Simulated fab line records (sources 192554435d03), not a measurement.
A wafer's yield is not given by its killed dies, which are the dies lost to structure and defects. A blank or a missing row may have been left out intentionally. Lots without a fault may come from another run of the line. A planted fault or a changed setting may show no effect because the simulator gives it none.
Matching of chambers || flow n5-finfet || N5_BEOL_M9_CURE_71 on uv-cure-01 has 3 sister chambers
The step cures SiCOH lowk, time 240 s. 3 wafers are shown with their chamber, then 8 later ones without.

== WAFERS, EACH WITH ITS CHAMBER ==
{"wafer": "L074.6", "chamber": 0, "wafer_temp_C_max": 387.3}
{"wafer": "L088.5", "chamber": 2, "wafer_temp_C_max": 386.2}
{"wafer": "L090.1", "chamber": 1, "wafer_temp_C_max": 386.5}

== WAFERS WITHOUT THEIR CHAMBER ==
{"wafer": "L090.4", "wafer_temp_C_max": 386.5}
{"wafer": "L090.5", "wafer_temp_C_max": 386.3}
{"wafer": "L092.3", "wafer_temp_C_max": 386.7}
{"wafer": "L092.4", "wafer_temp_C_max": 386.7}
{"wafer": "L092.6", "wafer_temp_C_max": 387.3}
{"wafer": "L093.1", "wafer_temp_C_max": 386.6}
{"wafer": "L093.2", "wafer_temp_C_max": 386.7}
{"wafer": "L093.4", "wafer_temp_C_max": 386.8}

== WHICH CHAMBER EACH ONE RAN IN ==
{"wafer": "L090.4", "from the rows above": "can't be placed: 1 or 2", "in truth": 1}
{"wafer": "L090.5", "from the rows above": "can't be placed: 2 or 1", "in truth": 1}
{"wafer": "L092.3", "from the rows above": "can't be placed: 1 or 2", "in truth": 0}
{"wafer": "L092.4", "from the rows above": "can't be placed: 1 or 2", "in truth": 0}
{"wafer": "L092.6", "from the rows above": 0, "in truth": 0}
{"wafer": "L093.1", "from the rows above": "can't be placed: 1 or 2", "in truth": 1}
{"wafer": "L093.2", "from the rows above": "can't be placed: 1 or 2", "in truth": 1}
{"wafer": "L093.4", "from the rows above": "can't be placed: 1 or 0 or 2", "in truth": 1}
Correctly placed: 1 of 8. Not placeable from these rows: 7 (in 5, the candidates include the true chamber). Placed wrongly: 0.
How it was worked out, from the rows above alone: a wafer's distance from a chamber is the root of the sum, over the readings, of the square of ((its reading less the chamber's mean) divided by the reading's scatter). The wafer belongs to the nearest chamber; if the next one is less than 2 further off, it can't be placed. Each chamber's mean is taken over the wafers shown for it. The scatter: with one shown wafer a chamber, the root of the mean of the squares of how far each hidden wafer lies from its nearest shown one.
